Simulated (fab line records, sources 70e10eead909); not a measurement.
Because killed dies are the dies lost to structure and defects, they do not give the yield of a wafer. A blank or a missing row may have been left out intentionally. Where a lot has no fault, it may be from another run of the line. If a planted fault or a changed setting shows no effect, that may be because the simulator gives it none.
Chamber matching + flow nand harc + rie diel-02 running NHARC_THIN_TSV_DESCUM_14: 4 sister chambers
The step chemistry O2, time 3 s. 4 wafers are shown with their chamber, then 9 later ones without.

WAFERS WITH THEIR CHAMBER
| wafer  | chamber | showerhead plenum p Torr (Torr) |
|--------|---------|---------------------------------|
| L079.1 | 1       | 1.96                            |
| L088.1 | 3       | 1.92                            |
| L088.2 | 2       | 1.78                            |
| L088.6 | 0       | 1.85                            |

WAFERS WITHOUT THEIR CHAMBER
| wafer  | showerhead plenum p Torr (Torr) |
|--------|---------------------------------|
| L089.1 | 1.85                            |
| L089.3 | 1.78                            |
| L089.4 | 1.95                            |
| L092.2 | 1.84                            |
| L092.3 | 1.92                            |
| L092.6 | 1.84                            |
| L097.2 | 1.78                            |
| L097.3 | 1.84                            |
| L097.5 | 1.92                            |

WHICH CHAMBER EACH ONE RAN IN
| wafer  | from the rows above | in truth |
|--------|---------------------|----------|
| L089.1 | 0                   | 0        |
| L089.3 | 2                   | 2        |
| L089.4 | 1                   | 1        |
| L092.2 | 0                   | 0        |
| L092.3 | 3                   | 3        |
| L092.6 | 0                   | 0        |
| L097.2 | 2                   | 2        |
| L097.3 | 0                   | 0        |
| L097.5 | 3                   | 3        |
9 of 9 placed correctly. From these rows, 0 cannot be placed. Wrongly placed: 0.
How it was worked out, from the rows above alone: a wafer's distance from a chamber is the root of the sum, over the readings, of the square of ((its reading less the chamber's mean) divided by the reading's scatter). The wafer belongs to the nearest chamber; if the next one is less than 2 further off, it can't be placed. The mean given for a chamber averages the wafers shown for that chamber. The scatter: root of mean squared gap, hidden wafer to nearest shown wafer, with one shown wafer a chamber.
